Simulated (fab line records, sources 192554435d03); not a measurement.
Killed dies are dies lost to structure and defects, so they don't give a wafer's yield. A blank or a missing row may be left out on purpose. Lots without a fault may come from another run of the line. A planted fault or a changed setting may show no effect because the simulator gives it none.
fab line records | flow n5_finfet
record lots=12 wafers=36 last_day=15
route steps=1938 shown BEOL_M11@1595 BEOL_M12@1618
lots that met no fault: from a run of the same line without faults
start_h: hours from the record's first day to the start of the lot's first wafer shown | wait_h: hours since the lot's step before | " the same as in the row above | L1.1+2: a row that stands for several wafers | - no value, or no start given | * or withheld: withheld | < > ~ a bound
route shown NAME@n: a module of which the file shows steps, and the number in the route of the first | usual: mean/standard deviation of fault-free wafers | same: alike in all rows | chamber/n: place in a boat | sites: the reading at each site | _std_site: their standard deviation | _edge_site: outer sites' mean less inner sites' | radius_mm: how far each site lies from the wafer's centre | mask NAME#n: copy n | behind: the tool/chamber that last shaped the wafer | hold: why the lot was held/for how many hours/how that ended | device: the transistor (n, p or np) that didn't switch | end of line: the same wafers' tests at the end of the route | a step without rows: its recipe alone | killed: dies lost to structure and defects at the first sort, not the wafer's yield | map: a wafer's dies, x killed, . not, _ none there
set.NAME: the setting as run; set.NAME@STEP: as run at that earlier step | model.NAME: the simulator's own value behind a step, which no gauge read
steps of the route over a sample of lots; a table a step, a row a wafer
services: from which hour (start_h, from the record's first day; less than 0 if before it) a tool's chamber was out of use, for how many hours, and why
## steps
# step N5_BEOL_M11_ANNEAL_51
# recipe temp_c=225 time_s=90 ambient=N2
# usual wafer_temp_C_max=226.2/0.32
# columns lot.wafer tool chamber start_h wait_h wafer_temp_C_max
L273.1 rtp_anneal-01 0 240.60 0.1 226.3
L273.2 " 0 " " 226.4
L273.4 " 0 " " 226.1
L274.1 rtp_anneal-01 0 240.87 0.2 226.0
L274.5 " 0 " " 226.3
L274.6 " 0 " " 226.5
L272.1 rtp_anneal-01 0 244.31 0.1 226.0
L272.2 " 0 " " 226.0
L272.4 " 0 " " 226.1
L275.1 rtp_anneal-01 0 249.07 0.2 226.0
L275.2 " 0 " " 226.0
L275.3 " 0 " " 226.2
L276.1 rtp_anneal-01 0 249.34 0.1 226.7
L276.2 " 0 " " 226.4
L276.3 " 0 " " 226.1
L277.2 rtp_anneal-01 0 272.14 0.2 226.5
L277.5 " 0 " " 225.8
L277.6 " 0 " " 226.5
L280.1 rtp_anneal-02 0 285.00 0.1 226.3
L280.3 " 0 " " 226.4
L280.5 " 0 " " 226.5
L283.2 rtp_anneal-01 0 296.70 0.3 226.0
L283.5 " 0 " " 226.2
L283.6 " 0 " " 226.0
L282.3 rtp_anneal-02 0 297.58 0.9 226.5
L282.4 " 0 " " 226.7
L282.5 " 0 " " 226.6
L284.3 rtp_anneal-02 0 305.25 1.4 226.4
L284.5 " 0 " " 226.5
L284.6 " 0 " " 226.2
L285.1 rtp_anneal-01 0 306.21 0.1 226.1
L285.3 " 0 " " 225.7
L285.4 " 0 " " 226.0
L286.1 rtp_anneal-02 0 316.39 0.1 226.4
L286.3 " 0 " " 226.2
L286.6 " 0 " " 226.8
# step N5_BEOL_M11_THK_MEAS_53
# recipe thk_meas_gauge=xrf reads=Cu_of_BEOL_M11_ECD_50
# usual M11_THK=143.9/2.2
# columns lot.wafer tool chamber start_h wait_h M11_THK[nm]
L273.1 film_metro-01 - 241.20 - 144.3
L273.2 " - " " 148.1
L273.4 " - " " 145.6
L274.1 film_metro-01 - 241.47 - 141.5
L274.5 " - " " 144.7
L274.6 " - " " 146.0
L272.1 film_metro-01 - 244.90 - 147.5
L272.2 " - " " 142.6
L272.4 " - " " 146.0
L275.1 film_metro-02 - 249.66 - 144.4
L275.2 " - " " 143.5
L275.3 " - " " 143.9
L276.1 film_metro-01 - 249.93 - 142.5
L276.2 " - " " 147.1
L276.3 " - " " 139.7
L277.2 film_metro-01 - 272.70 - 141.1
L277.5 " - " " 141.3
L277.6 " - " " 144.5
L280.1 film_metro-01 - 285.60 - 144.4
L280.3 " - " " 145.6
L280.5 " - " " 144.2
L283.2 film_metro-01 - 297.25 - 144.2
L283.5 " - " " 144.3
L283.6 " - " " 144.4
L282.3 film_metro-01 - 298.10 - 145.2
L282.4 " - " " 145.0
L282.5 " - " " 145.0
L284.3 film_metro-02 - 305.76 - 140.0
L284.5 " - " " 144.7
L284.6 " - " " 137.3
L285.1 film_metro-01 - 306.81 - 143.0
L285.3 " - " " 146.7
L285.4 " - " " 136.8
L286.1 film_metro-01 - 316.98 - 146.9
L286.3 " - " " 145.1
L286.6 " - " " 145.3
# step N5_BEOL_M11_INSPECT_58
# recipe inspect_instrument=darkfield mode=post_dep
# usual raw_defect_count=67/21
# columns lot.wafer tool chamber start_h wait_h raw_defect_count
L273.1 defect_inspect-02 - 241.37 0.0 74
L273.2 " - " " 49
L273.4 " - " " 97
L274.1 defect_inspect-01 - 241.62 0.0 52
L274.5 " - " " 103
L274.6 " - " " 55
L272.1 defect_inspect-02 - 245.05 0.0 49
L272.2 " - " " 57
L272.4 " - " " 48
L275.1 defect_inspect-02 - 249.81 0.0 52
L275.2 " - " " 70
L275.3 " - " " 28
L276.1 defect_inspect-02 - 250.08 0.0 58
L276.2 " - " " 49
L276.3 " - " " 62
L277.2 defect_inspect-01 - 272.86 0.0 59
L277.5 " - " " 73
L277.6 " - " " 114
L280.1 defect_inspect-01 - 285.75 0.0 35
L280.3 " - " " 53
L280.5 " - " " 66
L283.2 defect_inspect-02 - 297.45 0.0 49
L283.5 " - " " 56
L283.6 " - " " 73
L282.3 defect_inspect-01 - 298.25 0.0 94
L282.4 " - " " 95
L282.5 " - " " 62
L284.3 defect_inspect-01 - 305.93 0.0 41
L284.5 " - " " 39
L284.6 " - " " 63
L285.1 defect_inspect-01 - 306.96 0.0 62
L285.3 " - " " 55
L285.4 " - " " 49
L286.1 defect_inspect-02 - 317.13 0.0 47
L286.3 " - " " 54
L286.6 " - " " 89
# step N5_BEOL_M12_STRIP_63
# recipe chemistry=N2/H2 power_w=1000 temp_c=250 h2_frac=0.65 overash_fraction=0.3 pressure_mtorr=1000 n2_flow_sccm=1750 h2_flow_sccm=3250
# usual drypump_motor_current_A=5.6/0.6 h2_flow_sccm=3251/10 heater_power_w=324/18 oes_product_au=0.692/0.0047 strip_time_to_endpoint_s=42.5/0.76
# columns lot.wafer tool chamber start_h wait_h drypump_motor_current_A h2_flow_sccm heater_power_w oes_product_au rf_hours_counter_h strip_time_to_endpoint_s
L273.1 plasma_asher-02 1 242.34 - 5.5 3239 354 0.690 71 42.9
L273.2 " 0 " " 6.4 3252 304 0.697 71 42.6
L273.4 " 1 " " 5.5 3245 346 0.690 - 42.8
L274.1 plasma_asher-02 1 242.59 - 5.5 3264 356 0.692 71 43.1
L274.5 " 1 " " 5.5 3241 356 0.697 - 43.7
L274.6 " 0 " " 6.4 3241 301 0.688 - 42.7
L272.1 plasma_asher-01 1 245.90 - 4.7 3252 317 0.689 117 42.2
L272.2 " 0 " " 5.7 3268 321 0.693 117 42.4
L272.4 " 0 " " 5.7 3259 321 0.692 - 42.1
L275.1 plasma_asher-01 0 250.78 - 5.7 3256 320 0.697 118 41.9
L275.2 " 1 " " 4.7 3255 313 0.692 118 41.9
L275.3 " 1 " " 4.7 3234 315 0.695 - 43.3
L276.1 plasma_asher-02 1 250.92 - 5.5 3240 353 0.692 73 42.9
L276.2 " 0 " " 6.4 3245 301 0.697 73 42.1
L276.3 " 1 " " 5.5 3253 352 0.694 - 43.3
L277.2 plasma_asher-02 1 273.88 - 5.5 3255 350 0.680 78 42.0
L277.5 " 0 " " 6.4 3257 296 0.692 - 41.3
L277.6 " 1 " " 5.5 3243 346 0.698 - 41.1
L280.1 plasma_asher-01 1 286.97 - 4.7 3256 309 0.698 126 42.8
L280.3 " 0 " " 5.7 3248 319 0.692 - 42.3
L280.5 " 1 " " 4.7 3251 322 0.686 - 42.5
L283.2 plasma_asher-01 1 298.80 - 4.7 3253 311 0.694 129 43.2
L283.5 " 1 " " 4.7 3249 323 0.687 - 42.0
L283.6 " 0 " " 5.7 3248 321 0.697 - 42.6
L282.3 plasma_asher-01 0 299.37 - 5.7 3261 324 0.691 - 42.3
L282.4 " 1 " " 4.7 3243 321 0.691 - 41.4
L282.5 " 1 " " 4.7 3239 319 0.689 - 41.3
L284.3 plasma_asher-02 1 306.93 - 5.5 3251 352 0.686 - 43.7
L284.5 " 0 " " 6.4 3261 311 0.690 - 42.5
L284.6 " 1 " " 5.5 3256 357 0.688 - 42.5
L285.1 plasma_asher-01 0 307.86 - 5.7 2935 323 0.689 131 42.3
L285.3 " 1 " " 4.7 3264 313 0.678 - 42.5
L285.4 " 0 " " 5.7 2920 321 0.689 - 41.6
L286.1 plasma_asher-01 0 318.12 - 5.7 2943 316 0.683 133 42.9
L286.3 " 0 " " 5.7 2941 325 0.682 - 43.6
L286.6 " 0 " " 5.7 2950 332 0.689 - 43.0
## services
# columns tool chamber start_h hours kind
plasma_asher-01 - 262.37 1.1 repair
plasma_asher-02 - 285.13 15.6 pm
rtp_anneal-01 - 299.43 6.0 pm
## key
first_sign step=N5_BEOL_M12_STRIP_63 reading=h2_flow_sccm direction=down sigmas=31 usual=3251 struck=2938
effect none on later readings
met_at N5_BEOL_M12_STRIP_63
struck_lots L285,L286
struck_wafers L285.1,L285.4,L286.1,L286.3,L286.6
not_acting_at N5_BEOL_M11_ANNEAL_51,N5_BEOL_M11_THK_MEAS_53,N5_BEOL_M11_INSPECT_58
onset_between 299.37 307.86
fault kind=process_parameter_drift tool=plasma_asher-01 chamber=0 onset_h=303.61 steps=N5_BEOL_M12_STRIP_63 channel=h2_flow_sccm offset=-325 shape=step end_h=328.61 acts_in=these_recipes_only stated=3250
